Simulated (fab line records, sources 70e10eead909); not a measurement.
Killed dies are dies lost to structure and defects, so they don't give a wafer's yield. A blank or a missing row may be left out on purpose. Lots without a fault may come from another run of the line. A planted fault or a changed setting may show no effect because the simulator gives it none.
Chamber matching | flow nand_harc | NHARC_A_BONDPAD_DESCUM_11 on rie_diel-05: 4 sister chambers
The step chemistry O2, time 3 s. 8 wafers are shown with their chamber, then 9 later ones without.

WAFERS WITH THEIR CHAMBER
wafer  | chamber | drypump_motor_current_A (A) | oes_product_au (a.u.)
L584.5 | 2       | 5.75                        | 1.018
L585.2 | 1       | 5.40                        | 1.026
L585.3 | 2       | 5.75                        | 1.025
L586.4 | 0       | 5.71                        | 0.989
L586.6 | 3       | 5.36                        | 1.003
L588.1 | 3       | 5.38                        | 1.006
L588.2 | 0       | 5.72                        | 0.987
L588.3 | 1       | 5.40                        | 1.011

WAFERS WITHOUT THEIR CHAMBER
wafer  | drypump_motor_current_A (A) | oes_product_au (a.u.)
L591.1 | 5.33                        | 0.999
L591.3 | 5.74                        | 1.008
L591.5 | 5.74                        | 1.001
L590.1 | 5.75                        | 1.006
L590.3 | 5.43                        | 1.029
L590.4 | 5.35                        | 0.980
L592.1 | 5.71                        | 0.981
L592.2 | 5.31                        | 0.988
L592.3 | 5.74                        | 1.007

WHICH CHAMBER EACH WENT THROUGH
wafer  | from the rows above     | in truth
L591.1 | 3                       | 3
L591.3 | 2                       | 2
L591.5 | can't be placed: 2 or 0 | 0
L590.1 | 2                       | 2
L590.3 | 1                       | 1
L590.4 | 3                       | 3
L592.1 | 0                       | 0
L592.2 | 3                       | 3
L592.3 | can't be placed: 2 or 0 | 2
Placed correctly: 7 of 9. Can't be placed from these rows: 2 (the true chamber is among the candidates in 2). Placed wrongly: 0.
How it was worked out, from the rows above alone: a wafer's distance from a chamber is the root of the sum, over the readings, of the square of ((its reading less the chamber's mean) divided by the reading's scatter). The wafer belongs to the nearest chamber; if the next one is less than 2 further off, it can't be placed. A chamber's mean is the mean of its shown wafers. The scatter: the root of (the sum of the squares of (reading less its chamber's mean) over the shown wafers, divided by (wafers less chambers)).
